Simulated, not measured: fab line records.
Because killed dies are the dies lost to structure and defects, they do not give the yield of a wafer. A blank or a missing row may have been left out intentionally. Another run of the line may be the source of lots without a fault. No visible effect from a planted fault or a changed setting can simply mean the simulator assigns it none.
Matching of chambers ; flow nandHarc ; NHARC_A_STAIRCASE_DESCUM_291 on rieDiel-04: 4 sister chambers
The step chemistry O2, time 3 s. 8 wafers are shown with their chamber, then 10 later ones without.

== WAFERS WITH THEIR CHAMBER ==
wafer;chamber;showerheadPlenumPTorr (Torr);drypumpMotorCurrentA (A)
L079.1;2;1.85;5.6
L079.4;0;1.93;5.5
L079.6;0;1.93;5.5
L082.2;3;2.05;6.2
L082.3;1;1.82;6.1
L082.6;3;2.05;6.1
L086.1;2;1.84;5.5
L086.2;1;1.82;6.1

== WAFERS WITHOUT THEIR CHAMBER ==
wafer;showerheadPlenumPTorr (Torr);drypumpMotorCurrentA (A)
L086.5;1.82;6.1
L092.1;2.04;6.2
L092.3;1.81;6.1
L092.6;1.84;5.6
L094.1;2.04;6.2
L094.5;1.91;5.5
L094.6;2.04;6.1
L095.1;1.81;6.1
L095.2;1.83;5.6
L095.3;2.04;6.2

== EACH ONE'S CHAMBER ==
wafer;from the rows above;in truth
L086.5;1;1
L092.1;3;3
L092.3;1;1
L092.6;2;2
L094.1;3;3
L094.5;0;0
L094.6;3;3
L095.1;1;1
L095.2;2;2
L095.3;3;3
Correct placement for 10 of the 10. Can't be placed from these rows: 0. Wrongly placed: 0.
How it was worked out, from the rows above alone: a wafer's distance from a chamber is the root of the sum, over the readings, of the square of ((its reading less the chamber's mean) divided by the reading's scatter). The wafer belongs to the nearest chamber; if the next one is less than 2 further off, it can't be placed. The mean given for a chamber averages the wafers shown for that chamber. The scatter: the root of (the sum of the squares of (reading less its chamber's mean) over the shown wafers, divided by (wafers less chambers)).
